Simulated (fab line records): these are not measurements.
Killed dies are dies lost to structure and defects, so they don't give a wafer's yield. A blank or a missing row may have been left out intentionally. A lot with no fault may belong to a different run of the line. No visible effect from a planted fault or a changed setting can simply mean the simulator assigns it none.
What tool caused it? :: flow n5 finfet :: 12 lots, 36 wafers sampled, at 4 steps of a route of 1938

## WHAT THE GAUGES SHOWED, per wafer
N5_BEOL_M2_CD_MEAS_35: target cd 18 nm, target cd y 22.2 nm.
lot: L075
measured: day 7 00:08
on: cd sem-02
cd nm (nm): 18.5 18.6 18.7

lot: L077
measured: day 7 13:59
on: cd sem-02
cd nm (nm): 18.1 18.0 17.4

lot: L078
measured: day 8 01:31
on: cd sem-02
cd nm (nm): 17.8 17.9 18.2

lot: L081
measured: day 8 16:19
on: cd sem-01
cd nm (nm): 18.0 18.0 17.4

lot: L083
measured: day 9 10:01
on: cd sem-01
cd nm (nm): 17.5 18.0 17.9

lot: L085
measured: day 9 21:06
on: cd sem-01
cd nm (nm): 17.8 17.5 17.8

lot: L087
measured: day 10 04:21
on: cd sem-01
cd nm (nm): 17.8 18.2 17.5

lot: L090
measured: day 10 21:50
on: cd sem-03
cd nm (nm): 18.2 17.8 18.6

lot: L091
measured: day 11 03:32
on: cd sem-02
cd nm (nm): 18.5 17.6 17.7

lot: L094
measured: day 11 21:18
on: cd sem-03
cd nm (nm): 18.2 17.7 18.3

lot: L095
measured: day 12 10:11
on: cd sem-03
cd nm (nm): 17.7 18.0 18.6

lot: L097
measured: day 12 16:31
on: cd sem-03
cd nm (nm): 18.4 18.4 18.0

## WHICH TOOL RAN EACH LOT (tool, then ch and the chambers of the sampled wafers, then the start)
lot: L075
N5_BEOL_M2_STRIP_66: rie diel-02 ch 0,1, day 6 21:04
N5_BEOL_M2_TRENCH_ETCH_37: rie diel-02 ch 0,1,2, day 7 00:08 or earlier
N5_BEOL_M2_STRIP_97: rie diel-02 ch 0,1,2, day 7 00:08 or earlier

lot: L077
N5_BEOL_M2_STRIP_66: rie diel-05 ch 1,3, day 7 08:43
N5_BEOL_M2_TRENCH_ETCH_37: rie diel-02 ch 0,2,3, day 7 13:59 or earlier
N5_BEOL_M2_STRIP_97: rie diel-02 ch 0,2,3, day 7 13:59 or earlier

lot: L078
N5_BEOL_M2_STRIP_66: rie diel-05 ch 0,2,3, day 7 21:20
N5_BEOL_M2_TRENCH_ETCH_37: rie diel-05 ch 0,1, day 8 01:31 or earlier
N5_BEOL_M2_STRIP_97: rie diel-05 ch 0,1, day 8 01:31 or earlier

lot: L081
N5_BEOL_M2_STRIP_66: rie diel-06 ch 0,2,3, day 8 08:27
N5_BEOL_M2_TRENCH_ETCH_37: rie diel-02 ch 0,1, day 8 16:19 or earlier
N5_BEOL_M2_STRIP_97: rie diel-02 ch 0,1, day 8 16:19 or earlier

lot: L083
N5_BEOL_M2_STRIP_66: rie diel-02 ch 0,3, day 9 06:20
N5_BEOL_M2_TRENCH_ETCH_37: rie diel-06 ch 1,2,3, day 9 10:01 or earlier
N5_BEOL_M2_STRIP_97: rie diel-06 ch 1,2,3, day 9 10:01 or earlier

lot: L085
N5_BEOL_M2_STRIP_66: rie diel-02 ch 0,2,3, day 9 18:51
N5_BEOL_M2_TRENCH_ETCH_37: rie diel-02 ch 1,2, day 9 21:06 or earlier
N5_BEOL_M2_STRIP_97: rie diel-02 ch 1,2, day 9 21:06 or earlier

lot: L087
N5_BEOL_M2_STRIP_66: rie diel-05 ch 0,3, day 10 02:37
N5_BEOL_M2_TRENCH_ETCH_37: rie diel-06 ch 0,1,2, day 10 04:21 or earlier
N5_BEOL_M2_STRIP_97: rie diel-06 ch 0,1,2, day 10 04:21 or earlier

lot: L090
N5_BEOL_M2_STRIP_66: rie diel-02 ch 0,1,2, day 10 14:28
N5_BEOL_M2_TRENCH_ETCH_37: rie diel-05 ch 1,3, day 10 21:50 or earlier
N5_BEOL_M2_STRIP_97: rie diel-05 ch 1,3, day 10 21:50 or earlier

lot: L091
N5_BEOL_M2_STRIP_66: rie diel-06 ch 2,3, day 10 22:28
N5_BEOL_M2_TRENCH_ETCH_37: rie diel-05 ch 1,3, day 11 03:32 or earlier
N5_BEOL_M2_STRIP_97: rie diel-05 ch 1,3, day 11 03:32 or earlier

lot: L094
N5_BEOL_M2_STRIP_66: rie diel-02 ch 0,2,3, day 11 13:32
N5_BEOL_M2_TRENCH_ETCH_37: rie diel-05 ch 0,1,2, day 11 21:18 or earlier
N5_BEOL_M2_STRIP_97: rie diel-05 ch 0,1,2, day 11 21:18 or earlier

lot: L095
N5_BEOL_M2_STRIP_66: rie diel-02 ch 0,1,2, day 12 08:07
N5_BEOL_M2_TRENCH_ETCH_37: rie diel-02 ch 1,2,3, day 12 10:11 or earlier
N5_BEOL_M2_STRIP_97: rie diel-02 ch 1,2,3, day 12 10:11 or earlier

lot: L097
N5_BEOL_M2_STRIP_66: rie diel-02 ch 1,2,3, day 12 11:06
N5_BEOL_M2_TRENCH_ETCH_37: rie diel-06 ch 1,2,3, day 12 16:31 or earlier
N5_BEOL_M2_STRIP_97: rie diel-06 ch 1,2,3, day 12 16:31 or earlier
- N5_BEOL_M2_STRIP_66: strips in CF4.
- N5_BEOL_M2_TRENCH_ETCH_37: etches SiOC in C4F6/O2, target depth 55.555 nm, time 29.2 s.
- N5_BEOL_M2_STRIP_97: strips in N2/H2, time 10 s.

## THE ANSWER, worked out from the rows above alone
Rule: the lots themselves supply what counts as usual. The widest of any qualifying gaps counts: lots, ordered by their means at a reading, are off when they make up no more than a third of the lots, leave a main group of 4 or more, and stand apart from it by 3 or more times the standard deviation of that group's means. A main group is skipped when, at the precision printed for the reading in the tables above, its means are all equal. A lot without any number at a reading at which 4 lots or more have one is off too. Where the step has rows for the other lots, those lots are counted as sound.
Across all readings shown, no lot is off: no conclusion can be drawn from this.

## WHAT HAD BEEN PUT IN BY THE SIMULATOR
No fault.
